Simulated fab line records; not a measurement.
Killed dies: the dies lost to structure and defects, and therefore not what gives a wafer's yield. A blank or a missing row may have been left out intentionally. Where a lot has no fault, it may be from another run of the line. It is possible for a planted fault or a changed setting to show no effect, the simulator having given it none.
fab line records	flow n5-finfet
record: lots: 7	wafers: 39
route steps=1938 shown PMOS_HMC_CHANNEL_EPI@64 MOL_CONTACT_COAG@544 BEOL_M0_SAQP@672 BEOL_M1@800 BEOL_M3@994 BEOL_M4@1092 BEOL_M6@1230 BEOL_M8@1332 BEOL_M9@1467 BEOL_M13@1692 MIM_BOT@1833 PASSIVATION@1910
start-h: the number of hours between the record's first day and the start of the first shown wafer of the lot	wait-h: hours elapsed since this lot's preceding step	" identical to the entry in the row above	L1.1+2: several wafers, shown together as one row	- no value, or no start given	* or withheld: withheld	< > ~ a bound
route shown NAME@n: NAME is a module with steps in the file, n the number in the route of the first one	usual: the fault-free wafers' mean and standard deviation	same: alike in all rows	chamber/n: place in a boat	sites: per-site readings	_std_site: the standard deviation of these	_edge_site: the outer-site mean with the inner-site mean subtracted	radius-mm: for every site, how far away it sits from the centre of the wafer	mask NAME#n: copy n	behind: the most recent tool/chamber to have shaped the wafer	hold: cause of the lot's hold/its duration in hours/its outcome	device: which transistor (n, p or np) failed to switch	end of line: the route-end tests of the same wafers	for a step that has no rows: nothing shown but its recipe	killed: dies lost to structure and defects at the first sort, not the wafer's yield	map: dies across one wafer; x = killed, . = not, _ = none there
set.NAME: the setting that was run; set.NAME@STEP: the one run at that earlier step	model.NAME: the simulator's own value behind a step, which no gauge read
lots whose settings were changed on purpose; a table a step, a row a wafer
== steps ==
step: N5_PMOS_HMC_CHANNEL_EPI_DEVELOP_08
recipe: develop-time-s: 30	developer: TMAH	resist: CAR-ArF-block	dev-temp-c: 23	rinse-liquid: diw	dry: air-spin
step: N5_MOL_CONTACT_COAG_ALD_20
recipe: material: TiN	target-thk-a: 15	temp-c: 400	ald-precursor-family: TiCl4	ald-co-reactant: NH3	pulse-time-s: 1	purge-time-s: 3	co-reactant-purge-time-s: 2	co-reactant-pulse-time-s: 2	ald-cycles: 68	pressure-torr: 3
step: N5_BEOL_M0_SAQP_ETCH_106
recipe: chemistry: N2/H2	target: SOC	target-depth-a: 1500	stop-on: SiNx	ion-energy-ev: 100	bias-w: 61	pressure-mtorr: 30	source-w: 850	n2-flow-sccm: 200	h2-flow-sccm: 200
step: N5_BEOL_M1_TRENCH_ETCH_37
recipe: chemistry: C4F6/O2	target-depth-a: 552.07	target: SiOC	time-s: 29	ion-energy-ev: 250	pressure-mtorr: 30	source-w: 355	bias-w: 185	Ar_flow_sccm: 300	C4F6_flow_sccm: 10	O2_flow_sccm: 10
step: N5_BEOL_M3_SPUTTER_48
recipe: material: Cu	target-thk-a: 45	temp-c: -20	chamber-pressure-pa: 0.07	power-w: withheld	time-s: 8.29
step: N5_BEOL_M4_SPUTTER_88
step: N5_BEOL_M6_DESCUM_33
recipe: chemistry: O2	time-s: 7	source-power-w: 50	bias-power-w: 20	pressure-mtorr: 20	rf-frequency-hz: 2.712e+07	temp-c: 40	resist: CAR-EUV	o2-flow-sccm: 225
step: N5_BEOL_M8_ILD_DEP_00
recipe: material: SiCOH_lowk	target-thk-a: 1797.5	temp-c: 300	precursor: DEMS/porogen	pressure-torr: 5	rf-w: 500	time-s: 33.4
step: N5_BEOL_M9_DEP_56
recipe: material: SiCN	target-thk-a: 150	temp-c: withheld	precursor: 3MS/NH3	pressure-torr: 3	rf-w: 202	time-s: 26.5
step: N5_BEOL_M13_DESCUM_33
recipe: chemistry: O2	time-s: 7.9	source-power-w: 50	bias-power-w: 20	pressure-mtorr: 20	rf-frequency-hz: 2.712e+07	temp-c: 40	o2-flow-sccm: 225
step: N5_MIM_BOT_SPUTTER_00
recipe: material: TiN	target-thk-a: 350	temp-c: 200	power-w: 3000	chamber-pressure-pa: 0.49996	gas: Ar	reactive-partial-pa: 0.37997	time-s: 89.7
step: N5_PASSIVATION_ETCH_59
recipe: chemistry: Cl2/BCl3	target: TaN	target-depth-a: 650	time-s: 34.9	ion-energy-ev: 100	pressure-mtorr: 10	icp-w: 900	bias-w: 100	Cl2_flow_sccm: 60	bcl3-flow-sccm: 30
step: N5_PASSIVATION_PROBE_49
usual: killed-at-other: 4/3.7
lot.wafer	tool	chamber	start-h	wait-h	set.develop-time-s@PMOS_HMC_CHANNEL_EPI_DEVELOP_08	set.ald-cycles@MOL_CONTACT_COAG_ALD_20	set.target-depth-a@BEOL_M0_SAQP_ETCH_106	set.target-depth-a@BEOL_M1_TRENCH_ETCH_37	set.target-thk-a@BEOL_M3_SPUTTER_48	set.target-thk-a@BEOL_M4_SPUTTER_88	set.time-s@BEOL_M6_DESCUM_33	set.target-thk-a@BEOL_M8_ILD_DEP_00	set.target-thk-a@BEOL_M9_DEP_56	set.time-s@BEOL_M13_DESCUM_33	set.time-s@MIM_BOT_SPUTTER_00	set.time-s@PASSIVATION_ETCH_59	killed-at-other
L074.1	prober-01	-	270.78	0.0	18.83	46	1500	257.5	45	45	8.343	1797.5	76.45	7.9	120.9	29.3	1066
L074.2	prober-01	-	270.83	0.1	30	68	1500	552.07	45	19.02	8.343	1797.5	150	7.9	120.9	34.9	1066
L074.3	prober-01	-	270.88	0.1	30	46	1500	552.07	60.38	45	8.343	1172	150	7.9	89.7	34.9	5
L074.4	prober-01	-	270.93	0.2	30	68	1500	257.5	45	45	7	1172	76.45	7.9	89.7	29.3	2
L074.5	prober-01	-	270.98	0.2	18.83	46	1500	257.5	60.38	19.02	7	1797.5	76.45	7.9	89.7	34.9	0
L074.6	prober-01	-	271.03	0.3	18.83	68	1500	552.07	60.38	19.02	7	1172	150	7.9	120.9	29.3	1070
L076.1	prober-01	-	290.74	0.0	41.39	81	1500	779.1	37.68	45	7	2580	186.2	7.9	37.33	34.9	6
L076.2	prober-01	-	290.79	0.1	30	81	1500	779.1	37.68	45	7	1797.5	150	10.5	37.33	44.27	5
L076.3	prober-01	-	290.84	0.1	30	81	1500	552.07	45	45	7	1797.5	150	7.9	37.33	34.9	6
L076.4	prober-01	-	290.89	0.2	41.39	68	1500	779.1	45	45	7	1797.5	186.2	7.9	89.7	44.27	7
L076.5	prober-01	-	290.94	0.2	30	68	1500	552.07	37.68	45	7	2580	186.2	10.5	89.7	34.9	5
L076.6	prober-01	-	290.99	0.3	41.39	68	1500	552.07	45	45	7	2580	150	10.5	89.7	44.27	8
L075.1	prober-01	-	299.94	0.0	30	68	1252	552.07	69.72	45	7	1797.5	231.9	7.9	89.7	17.47	1086
L075.2	prober-01	-	299.99	0.1	30	55	1252	277.2	45	56.98	7	1172	231.9	12.26	89.7	34.9	5
L075.3	prober-01	-	300.04	0.1	47.84	68	1252	277.2	69.72	56.98	9.17	1172	150	7.9	89.7	17.47	1071
L075.4	prober-01	-	300.09	0.2	30	55	1500	552.07	69.72	45	9.17	1172	150	7.9	89.7	34.9	2
L075.5	prober-01	-	300.14	0.2	47.84	68	1500	552.07	45	56.98	7	1797.5	150	12.26	89.7	34.9	1
L075.6	prober-01	-	300.19	0.3	47.84	55	1500	277.2	45	45	9.17	1797.5	231.9	12.26	89.7	17.47	1057
L078.1	prober-02	-	308.10	0.0	30	68	1500	552.07	32.28	45	7	2845	150	11.38	129.7	50.44	1
L078.2	prober-02	-	308.15	0.1	30	68	1500	552.07	45	45	10.6	2845	150	7.9	129.7	50.44	2
L078.3	prober-02	-	308.20	0.1	42.06	68	1500	552.07	32.28	45	7	1797.5	150	7.9	129.7	34.9	1078
L078.4	prober-02	-	308.25	0.2	30	68	1500	552.07	32.28	45	10.6	1797.5	150	7.9	89.7	50.44	1
L078.5	prober-02	-	308.30	0.2	42.06	68	1500	552.07	45	45	7	2845	150	11.38	89.7	34.9	7
L078.6	prober-02	-	308.35	0.3	42.06	68	1500	552.07	45	45	10.6	1797.5	150	11.38	89.7	34.9	5
L086.3	prober-01	-	368.94	0.1	30	68	1500	552.07	45	45	7	1797.5	150	7.9	89.7	34.9	4
L086.5	prober-01	-	369.04	0.2	30	68	1500	552.07	45	45	7	1797.5	150	7.9	89.7	34.9	3
L086.6	prober-01	-	369.09	0.3	30	68	1500	552.07	45	45	7	1797.5	150	7.9	89.7	34.9	4
L092.1	prober-02	-	393.62	0.0	30	68	1500	851.6	18.13	45	7	1375	150	7.9	89.7	34.9	4
L092.2	prober-02	-	393.67	0.1	20.82	96	1500	552.07	45	45	8.817	1375	150	7.9	53.5	34.9	0
L092.3	prober-02	-	393.72	0.1	30	96	1823	851.6	45	45	8.817	1797.5	150	7.9	89.7	34.9	9
L092.4	prober-02	-	393.77	0.2	20.82	68	1500	851.6	45	21.62	7	1375	150	7.9	53.5	34.9	7
L092.5	prober-02	-	393.82	0.2	20.82	68	1823	552.07	18.13	21.62	7	1797.5	150	7.9	89.7	34.9	4
L092.6	prober-02	-	393.87	0.3	30	96	1823	552.07	18.13	21.62	8.817	1797.5	150	7.9	53.5	34.9	1
L097.1	prober-02	-	448.23	0.0	44.92	35	1500	552.07	25.64	54.53	7	1797.5	74.35	7.9	124.8	19.58	1077
L097.2	prober-02	-	448.28	0.1	30	68	1088	552.07	45	45	8.867	1797.5	150	7.9	124.8	34.9	1059
L097.3	prober-02	-	448.33	0.1	30	68	1500	552.07	25.64	45	8.867	1797.5	150	3.834	89.7	34.9	2
L097.4	prober-02	-	448.38	0.2	44.92	68	1088	552.07	45	54.53	7	1797.5	150	7.9	89.7	19.58	1051
L097.5	prober-02	-	448.43	0.2	30	35	1088	552.07	25.64	45	7	1797.5	74.35	3.834	124.8	34.9	1074
L097.6	prober-02	-	448.48	0.3	44.92	35	1500	552.07	45	54.53	8.867	1797.5	74.35	3.834	89.7	19.58	1088
killed by level:class
L074.1 MIM_BOT:area-sputter=1065 MOL_CONTACT_COAG:geometric-particle:open=13 GATE_CUT:geometric-particle:open=7 BEOL_M4:geometric-particle:open=7 STI_FIN_REVEAL:geometric-particle:open=6 BEOL_M3:geometric-particle:open=6 FIN_SAQP:geometric-particle:short=4 BEOL_M0_SAQP:geometric-particle:short=4
L074.2 MIM_BOT:area-sputter=1065 BEOL_M0_SAQP:geometric-particle:short=14 BEOL_M0_SAQP:geometric-particle:open=13 BEOL_M3:geometric-particle:open=8 MOL_CONTACT_COAG:geometric-particle:open=8 BEOL_M4:geometric-particle:open=8 BEOL_M1:geometric-particle:short=6 FIN_SAQP:geometric-particle:open=5
L074.3 BEOL_M0_SAQP:geometric-particle:open=11 MOL_CONTACT_COAG:geometric-particle:open=9 BEOL_M4:geometric-particle:open=8 BEOL_M3:geometric-particle:open=6 FIN_SAQP:geometric-particle:open=5 BEOL_M1:geometric-particle:open=5 STARTING-WAFER:geometric-particle:open=5 FIN_SAQP:geometric-particle:short=4
L074.4 MOL_CONTACT_COAG:geometric-particle:open=13 GATE_CUT:geometric-particle:short=8 BEOL_M0_SAQP:geometric-particle:open=8 BEOL_M4:geometric-particle:open=8 FIN_SAQP:geometric-particle:open=6 BEOL_M3:geometric-particle:open=6 FIN_SAQP:geometric-particle:short=4 DUMMY_GATE:geometric-particle:open=4
L074.5 GATE_CUT:geometric-particle:short=8 STI_FIN_REVEAL:geometric-particle:open=7 MOL_CONTACT_COAG:geometric-particle:open=7 BEOL_M0_SAQP:geometric-particle:short=7 BEOL_M4:geometric-particle:open=7 FIN_SAQP:geometric-particle:short=6 BEOL_M0_SAQP:geometric-particle:open=6 BEOL_M0:geometric-particle:open=5
L074.6 MIM_BOT:area-sputter=1069 FIN_SAQP:geometric-particle:open=14 BEOL_M0_SAQP:geometric-particle:short=10 BEOL_M4:geometric-particle:open=10 BEOL_M3:geometric-particle:open=9 BEOL_M8:area-dep=9 BEOL_M0_SAQP:geometric-particle:open=6 BEOL_M2:geometric-particle:open=6
L076.1 BEOL_M1:area-etch=282 STI_FIN_REVEAL:geometric-particle:open=10 BEOL_M0_SAQP:geometric-particle:open=10 FIN_SAQP:geometric-particle:open=9 BEOL_M0_SAQP:geometric-particle:short=9 FIN_SAQP:geometric-particle:short=7 DUMMY_GATE:geometric-particle:open=7 MOL_CONTACT_COAG:geometric-particle:open=7
L076.2 FIN_SAQP:geometric-particle:open=25 BEOL_M1:area-etch=23 MOL_CONTACT_COAG:geometric-particle:open=9 FIN_SAQP:geometric-particle:short=8 STI_FIN_REVEAL:geometric-particle:open=5 DUMMY_GATE:geometric-particle:open=5 BEOL_M3:geometric-particle:open=5 MOL_CONTACT_COAG:geometric-particle:short=4
L076.3 MOL_CONTACT_COAG:geometric-particle:open=14 BEOL_M0_SAQP:geometric-particle:open=12 BEOL_M0_SAQP:geometric-particle:short=9 HKMG_FIN:area-etch=8 FIN_SAQP:geometric-particle:short=6 FIN_SAQP:geometric-particle:open=6 STI_FIN_REVEAL:geometric-particle:open=5 BEOL_M2:geometric-particle:open=5
L076.4 BEOL_M1:area-etch=31 FIN_SAQP:geometric-particle:open=18 MOL_CONTACT_COAG:geometric-particle:open=9 BEOL_M0_SAQP:geometric-particle:short=9 BEOL_M2:geometric-particle:open=9 BEOL_M4:geometric-particle:open=8 BEOL_M1:geometric-particle:open=7 STARTING-WAFER:geometric-particle:short=7
L076.5 FIN_SAQP:geometric-particle:open=11 MOL_CONTACT_COAG:geometric-particle:open=11 FIN_SAQP:geometric-particle:short=9 BEOL_M4:geometric-particle:open=7 BEOL_M0_SAQP:geometric-particle:short=6 BEOL_M0_SAQP:geometric-particle:open=6 STI_FIN_REVEAL:geometric-particle:open=5 DUMMY_GATE:geometric-particle:open=4
L076.6 BEOL_M8:area-etch=1076 MOL_CONTACT_COAG:geometric-particle:open=14 FIN_SAQP:geometric-particle:short=11 HKMG_FIN:area-etch=8 DUMMY_GATE:geometric-particle:open=7 FIN_SAQP:geometric-particle:open=6 BEOL_M4:geometric-particle:open=6 MOL_CONTACT_COAG:geometric-particle:short=5
L075.1 PASSIVATION:area-etch=1083 BEOL_M0_SAQP:geometric-particle:open=13 BEOL_M2:geometric-particle:open=11 STI_FIN_REVEAL:geometric-particle:open=10 BEOL_M3:geometric-particle:open=9 BEOL_M4:geometric-particle:open=8 GATE_CUT:geometric-particle:short=5 BEOL_M0_SAQP:geometric-particle:short=5
L075.2 BEOL_M8:area-dep=121 MOL_CONTACT_COAG:geometric-particle:open=20 FIN_SAQP:geometric-particle:short=19 BEOL_M4:geometric-particle:open=14 FIN_SAQP:geometric-particle:open=13 BEOL_M3:geometric-particle:open=9 STI_FIN_REVEAL:geometric-particle:open=6 BEOL_M5:geometric-particle:open=6
L075.3 PASSIVATION:area-etch=1069 FIN_SAQP:geometric-particle:short=11 BEOL_M2:geometric-particle:open=11 MOL_CONTACT_COAG:geometric-particle:open=10 BEOL_M3:geometric-particle:short=9 FIN_SAQP:geometric-particle:open=8 BEOL_M4:geometric-particle:open=8 BEOL_M0_SAQP:geometric-particle:short=6
L075.4 BEOL_M8:area-dep=100 FIN_SAQP:geometric-particle:open=11 STI_FIN_REVEAL:geometric-particle:open=11 FIN_SAQP:geometric-particle:short=10 BEOL_M3:geometric-particle:open=9 DUMMY_GATE:geometric-particle:open=8 BEOL_M1:geometric-particle:open=8 BEOL_M3:geometric-particle:short=7
L075.5 FIN_SAQP:geometric-particle:open=17 BEOL_M3:geometric-particle:open=14 FIN_SAQP:geometric-particle:short=11 BEOL_M0_SAQP:geometric-particle:short=11 BEOL_M2:geometric-particle:open=8 MOL_CONTACT_COAG:geometric-particle:open=8 BEOL_M0_SAQP:geometric-particle:open=8 BEOL_M1:geometric-particle:short=8
L075.6 PASSIVATION:area-etch=1056 FIN_SAQP:geometric-particle:open=18 BEOL_M0_SAQP:geometric-particle:open=12 FIN_SAQP:geometric-particle:short=11 MOL_CONTACT_COAG:geometric-particle:open=7 BEOL_M2:geometric-particle:open=7 MOL_CONTACT_COAG:geometric-particle:short=6 BEOL_M1:geometric-particle:open=6
L078.1 BEOL_M8:area-etch=1061 BEOL_M0_SAQP:geometric-particle:short=19 BEOL_M0_SAQP:geometric-particle:open=18 FIN_SAQP:geometric-particle:open=12 STI_FIN_REVEAL:geometric-particle:open=9 MOL_CONTACT_COAG:geometric-particle:open=7 FIN_SAQP:geometric-particle:short=5 BEOL_M4:geometric-particle:open=5
L078.2 BEOL_M8:area-etch=1105 GATE_CUT:geometric-particle:short=7 BEOL_M0_SAQP:geometric-particle:open=7 BEOL_M0_SAQP:geometric-particle:short=6 STARTING-WAFER:geometric-particle:short=6 STI_FIN_REVEAL:geometric-particle:open=4 MOL_CONTACT_COAG:geometric-particle:open=4 BEOL_M2:geometric-particle:open=4
L078.3 MIM_BOT:area-sputter=1073 BEOL_M0_SAQP:geometric-particle:short=14 STI_FIN_REVEAL:geometric-particle:open=13 FIN_SAQP:geometric-particle:short=9 BEOL_M3:geometric-particle:open=9 FIN_SAQP:geometric-particle:open=8 BEOL_M0_SAQP:geometric-particle:open=7 BEOL_M1:geometric-particle:open=7
L078.4 FIN_SAQP:geometric-particle:short=11 BEOL_M3:geometric-particle:open=9 BEOL_M0_SAQP:geometric-particle:open=7 STARTING-WAFER:geometric-particle:short=6 BEOL_M0_SAQP:geometric-particle:short=5 FIN_SAQP:geometric-particle:open=4 MOL_CONTACT_COAG:geometric-particle:open=4 BEOL_M2:geometric-particle:open=4
L078.5 BEOL_M8:area-etch=1082 BEOL_M0_SAQP:geometric-particle:open=12 BEOL_M0_SAQP:geometric-particle:short=11 FIN_SAQP:geometric-particle:open=9 FIN_SAQP:geometric-particle:short=6 DUMMY_GATE:geometric-particle:open=6 MOL_CONTACT_COAG:geometric-particle:open=6 BEOL_M5:geometric-particle:open=4
L078.6 MOL_CONTACT_COAG:geometric-particle:open=11 GATE_CUT:geometric-particle:short=9 BEOL_M0_SAQP:geometric-particle:short=8 FIN_SAQP:geometric-particle:open=7 FIN_SAQP:geometric-particle:short=6 STI_FIN_REVEAL:geometric-particle:open=6 BEOL_M2:geometric-particle:open=6 BEOL_M1:geometric-particle:open=4
L086.3 BEOL_M3:geometric-particle:open=9 STARTING-WAFER:geometric-particle:short=5 SPACER0:geometric-particle:short=4 SPACER0:geometric-particle:open=4 GATE_CUT:geometric-particle:open=4 BEOL_M0:geometric-particle:open=4 BEOL_M2:geometric-particle:open=4 BEOL_M8:geometric-particle:open=4
L086.5 BEOL_M0_SAQP:geometric-particle:open=9 BEOL_M1:geometric-particle:open=6 BEOL_M2:geometric-particle:open=6 FIN_SAQP:geometric-particle:short=5 DUMMY_GATE:geometric-particle:open=5 SPACER0:geometric-particle:open=5 GATE_CUT:geometric-particle:short=4 MOL_CONTACT_COAG:geometric-particle:open=4
L086.6 DUMMY_GATE:geometric-particle:open=8 BEOL_M3:geometric-particle:open=7 FIN_SAQP:geometric-particle:short=6 MOL_CONTACT_COAG:geometric-particle:open=6 HKMG_FIN:area-etch=5 BEOL_M0_SAQP:geometric-particle:open=4 SPACER0:geometric-particle:open=4 BEOL_M0_SAQP:geometric-particle:short=4
L092.1 BEOL_M1:area-etch=912 BEOL_M0_SAQP:geometric-particle:open=11 FIN_SAQP:geometric-particle:open=10 MOL_CONTACT_COAG:geometric-particle:open=9 FIN_SAQP:geometric-particle:short=8 STI_FIN_REVEAL:geometric-particle:open=5 MOL_CONTACT_COAG:geometric-particle:short=5 BEOL_M0_SAQP:geometric-particle:short=5
L092.2 BEOL_M0_SAQP:geometric-particle:short=8 MOL_CONTACT_COAG:geometric-particle:open=5 BEOL_M0_SAQP:geometric-particle:open=5 BEOL_M4:geometric-particle:open=4 DUMMY_GATE:geometric-particle:open=3 GATE_CUT:geometric-particle:short=3 BEOL_M3:geometric-particle:open=3 DUMMY_GATE:geometric-particle:short=2
L092.3 BEOL_M1:area-etch=1054 BEOL_M0_SAQP:geometric-particle:open=9 MOL_CONTACT_COAG:geometric-particle:open=7 MIM_TOP:geometric-particle:open=6 STI_FIN_REVEAL:geometric-particle:open=4 GATE_CUT:geometric-particle:open=4 BEOL_M0_SAQP:geometric-particle:short=4 FIN_SAQP:geometric-particle:open=3
L092.4 BEOL_M1:area-etch=605 BEOL_M3:geometric-particle:open=15 MOL_CONTACT_COAG:geometric-particle:open=8 STI_FIN_REVEAL:geometric-particle:open=7 BEOL_M0_SAQP:geometric-particle:open=5 BEOL_M2:geometric-particle:open=5 BEOL_M4:geometric-particle:open=5 GATE_CUT:geometric-particle:short=4
L092.5 STI_FIN_REVEAL:geometric-particle:open=10 BEOL_M4:geometric-particle:open=8 BEOL_M1:geometric-particle:open=7 BEOL_M2:geometric-particle:open=7 MOL_CONTACT_COAG:geometric-particle:open=6 BEOL_M0_SAQP:geometric-particle:open=6 BEOL_M0_SAQP:geometric-particle:short=3 BEOL_M3:geometric-particle:open=3
L092.6 BEOL_M4:geometric-particle:open=10 BEOL_M3:interface-void-opened=9 BEOL_M0_SAQP:geometric-particle:short=8 BEOL_M3:geometric-particle:open=8 MOL_CONTACT_COAG:geometric-particle:open=7 FIN_SAQP:geometric-particle:short=6 FIN_SAQP:geometric-particle:open=6 BEOL_M0_SAQP:geometric-particle:open=5
L097.1 MIM_BOT:area-sputter=1077 FIN_SAQP:geometric-particle:short=12 MOL_CONTACT_COAG:geometric-particle:open=10 BEOL_M0_SAQP:geometric-particle:open=10 FIN_SAQP:geometric-particle:open=6 GATE_CUT:geometric-particle:short=6 BEOL_M0_SAQP:geometric-particle:short=5 BEOL_M1:geometric-particle:open=5
L097.2 MIM_BOT:area-sputter=1059 STI_FIN_REVEAL:geometric-particle:open=17 BEOL_M0_SAQP:geometric-particle:short=15 MOL_CONTACT_COAG:geometric-particle:open=12 BEOL_M0_SAQP:geometric-particle:open=7 DUMMY_GATE:geometric-particle:open=6 FIN_SAQP:geometric-particle:short=5 STARTING-WAFER:geometric-particle:short=5
L097.3 MOL_CONTACT_COAG:geometric-particle:open=7 BEOL_M0_SAQP:geometric-particle:open=7 STI_FIN_REVEAL:geometric-particle:open=5 DUMMY_GATE:geometric-particle:open=5 BEOL_M2:geometric-particle:open=5 FIN_SAQP:geometric-particle:short=4 BEOL_M0_SAQP:geometric-particle:short=4 FIN_SAQP:geometric-particle:open=3
L097.4 PASSIVATION:area-etch=1049 FIN_SAQP:geometric-particle:short=17 MOL_CONTACT_COAG:geometric-particle:open=16 STI_FIN_REVEAL:geometric-particle:open=12 BEOL_M0_SAQP:geometric-particle:open=12 BEOL_M1:geometric-particle:open=10 FIN_SAQP:geometric-particle:open=9 DUMMY_GATE:geometric-particle:open=8
L097.5 MIM_BOT:area-sputter=1072 MOL_CONTACT_COAG:geometric-particle:open=13 BEOL_M3:geometric-particle:open=8 BEOL_M0_SAQP:geometric-particle:short=7 STI_FIN_REVEAL:geometric-particle:open=7 FIN_SAQP:geometric-particle:short=6 BEOL_M2:geometric-particle:open=6 FIN_SAQP:geometric-particle:open=5
L097.6 PASSIVATION:area-etch=1086 MOL_CONTACT_COAG:geometric-particle:open=17 BEOL_M0_SAQP:geometric-particle:short=10 MOL_CONTACT_COAG:geometric-particle:short=6 BEOL_M0_SAQP:geometric-particle:open=5 BEOL_M1:geometric-particle:open=5 BEOL_M3:geometric-particle:open=5 FIN_SAQP:geometric-particle:open=4
== key ==
split: step: N5_PMOS_HMC_CHANNEL_EPI_DEVELOP_08	setting: develop-time-s	stated-as: 30
response none clear
split: step: N5_MOL_CONTACT_COAG_ALD_20	setting: ald-cycles	stated-as: 68
response none clear
split: step: N5_BEOL_M0_SAQP_ETCH_106	setting: target-depth-a	stated-as: 1500
response none clear
split: step: N5_BEOL_M1_TRENCH_ETCH_37	setting: target-depth-a	stated-as: 552.07
response none clear
split: step: N5_BEOL_M3_SPUTTER_48	setting: target-thk-a	stated-as: 45
response none clear
split: step: N5_BEOL_M4_SPUTTER_88	setting: target-thk-a	stated-as: 45
response none clear
split: step: N5_BEOL_M6_DESCUM_33	setting: time-s	stated-as: 7
response none clear
split: step: N5_BEOL_M8_ILD_DEP_00	setting: target-thk-a	stated-as: 1797.5
response none clear
split: step: N5_BEOL_M9_DEP_56	setting: target-thk-a	stated-as: 150
response none clear
split: step: N5_BEOL_M13_DESCUM_33	setting: time-s	stated-as: 7.9
response none clear
split: step: N5_MIM_BOT_SPUTTER_00	setting: time-s	stated-as: 89.7
response none clear
split: step: N5_PASSIVATION_ETCH_59	setting: time-s	stated-as: 34.9
response: step: N5_PASSIVATION_PROBE_49	reading: killed-at-other	slope: -18.1	per: 1%	together-with: all	explained: 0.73
